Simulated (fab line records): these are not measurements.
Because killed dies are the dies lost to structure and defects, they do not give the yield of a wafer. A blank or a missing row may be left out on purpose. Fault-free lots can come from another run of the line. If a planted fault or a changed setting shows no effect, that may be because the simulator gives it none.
Comparing a struck lot with a sound one || flow nand harc || 15 out of 1159 route steps
Sound: the wafers L520.1, L520.4, L520.5. Struck: wafer L519.5. (L519.1, L519.3 of the same lot were not struck and are left out.) The cause comes at the end.
Order at every step that has rows: each side's tool, ch and its chambers, its first start. Under that, the readings that differ: sound wafers || struck wafers || difference of the means || sigmas: that difference in standard deviations of wafers without a fault.
alike: words and numbers the same on both sides, and readings whose means are apart by under 2 such deviations; not compared: readings that were withheld, readings missing a value for some wafer, numbers with overlapping values and no deviation given by the record, and bounds like >300 which may hide the same value.
A row with sigmas, a row that says differs or no value, or rows on one side alone: a step with any of these is where the two part. Non-overlapping numbers with no deviation appear without sigmas and do not part them. Lack of a reading on every wafer of one side parts them only where that side has two or more wafers.

first, 1 step without rows for these wafers: NHARC_A_ONON_D1_DEP_00 (target thk 1000 nm).
NHARC_A_ONON_D1_THK_MEAS_02: measures by ellipsometry.
  sound: film metro-02 at day 12 02:04; struck: film metro-02 at day 11 17:44
  alike: thk nm
then, 1 step without rows for these wafers: NHARC_A_ONON_D1_DEP_03 (target thk 1000 nm).
NHARC_A_ONON_D1_THK_MEAS_05: measures by ellipsometry.
  sound: film metro-02 at day 12 02:39; struck: film metro-02 at day 11 18:44
{"reading": "thk nm (nm)", "sound": "989 988 988", "struck": 1008, "difference": "+20", "sigmas": "+2"}
then, 1 step without rows for these wafers: NHARC_A_ONON_D1_DEP_06 (target thk 1000 nm).
NHARC_A_ONON_D1_THK_MEAS_08: measures by ellipsometry.
  sound: film metro-02 at day 12 03:13; struck: film metro-01 at day 11 19:28
  alike: thk nm
then, 1 step without rows for these wafers: NHARC_A_ONON_D1_DEP_09 (target thk 1000 nm).
NHARC_A_ONON_D1_THK_MEAS_11: measures by ellipsometry.
  sound: film metro-02 at day 12 03:47; struck: film metro-01 at day 11 20:11
  alike: thk nm
then, 1 step without rows for these wafers: NHARC_A_ONON_D1_DEP_12 (target thk 1000 nm).
NHARC_A_ONON_D1_THK_MEAS_14: measures by ellipsometry.
  sound: film metro-02 at day 12 04:28; struck: film metro-02 at day 11 21:11
  alike: thk nm
then, 1 step without rows for these wafers: NHARC_A_ONON_D1_ANNEAL_15 (time 3600 s).
NHARC_A_ONON_D1_DEP_16: target thk 1000 nm.
  sound on pecvd onon-01 ch 0, day 12 10:56; struck on pecvd onon-04 ch 0, day 12 03:37
  alike: n2o flow sccm
NHARC_A_ONON_D1_THK_MEAS_18: measures by ellipsometry.
  sound: film metro-02 at day 12 11:27; struck: film metro-02 at day 12 04:07
{"reading": "thk nm (nm)", "sound": "1001 1000 1001", "struck": 1626, "difference": "+625", "sigmas": "+72"}
then, 1 step without rows for these wafers: NHARC_A_ONON_D1_DEP_19 (target thk 1000 nm).
-- record jumps: 12 days between struck wafers' starts before vs after; left off in module A_ONON_D1, resumes in module END, first step shown is number 1159 of the route --
NHARC_END_SORT_01:
  here the record holds rows for the struck wafers (prober-01 ch 0, day 24 14:57) but none for the sound ones

== WHERE THEY PART ==
Last at NHARC_END_SORT_01 as far as this record goes, first at NHARC_A_ONON_D1_THK_MEAS_05.

WHY: what the simulator had put in
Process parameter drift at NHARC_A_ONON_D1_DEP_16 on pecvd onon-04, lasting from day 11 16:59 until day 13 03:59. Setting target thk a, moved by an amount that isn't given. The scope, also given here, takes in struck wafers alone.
